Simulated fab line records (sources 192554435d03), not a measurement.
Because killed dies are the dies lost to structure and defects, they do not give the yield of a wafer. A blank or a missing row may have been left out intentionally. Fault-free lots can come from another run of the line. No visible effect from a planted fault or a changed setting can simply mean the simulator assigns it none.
Chamber matching ; flow n5 finfet ; N5_BEOL_M1_ETCH_77 on rie diel-04 has 4 sister chambers
The step etches underlayer in N2/H2, target depth 6.5 nm, time 5.2 s. 4 wafers are shown with their chamber, then 7 later ones without.

## EACH WAFER AND ITS CHAMBER
wafer;chamber;showerhead plenum p Torr (Torr)
L087.5;1;2.54
L087.6;2;2.53
L088.1;3;2.53
L088.3;0;2.69

## WAFERS WITH NO CHAMBER GIVEN
wafer;showerhead plenum p Torr (Torr)
L088.5;2.53
L095.1;2.52
L095.2;2.68
L095.5;2.68
L097.2;2.54
L097.5;2.53
L097.6;2.52

## EACH ONE'S CHAMBER
wafer;from the rows above;in truth
L088.5;can't be placed: 2 or 3 or 1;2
L095.1;can't be placed: 2 or 3 or 1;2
L095.2;0;0
L095.5;0;0
L097.2;can't be placed: 1 or 2 or 3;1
L097.5;can't be placed: 2 or 3 or 1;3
L097.6;can't be placed: 2 or 3 or 1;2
Correctly placed: 2 of 7. Not placeable from these rows: 5 (in 5, the candidates include the true chamber). Wrongly placed: 0.
How it was worked out, from the rows above alone: a wafer's distance from a chamber is the root of the sum, over the readings, of the square of ((its reading less the chamber's mean) divided by the reading's scatter). The wafer belongs to the nearest chamber; if the next one is less than 2 further off, it can't be placed. For every chamber, the mean is computed from those of its wafers that are shown. The scatter: root of mean squared gap, hidden wafer to nearest shown wafer, with one shown wafer a chamber.
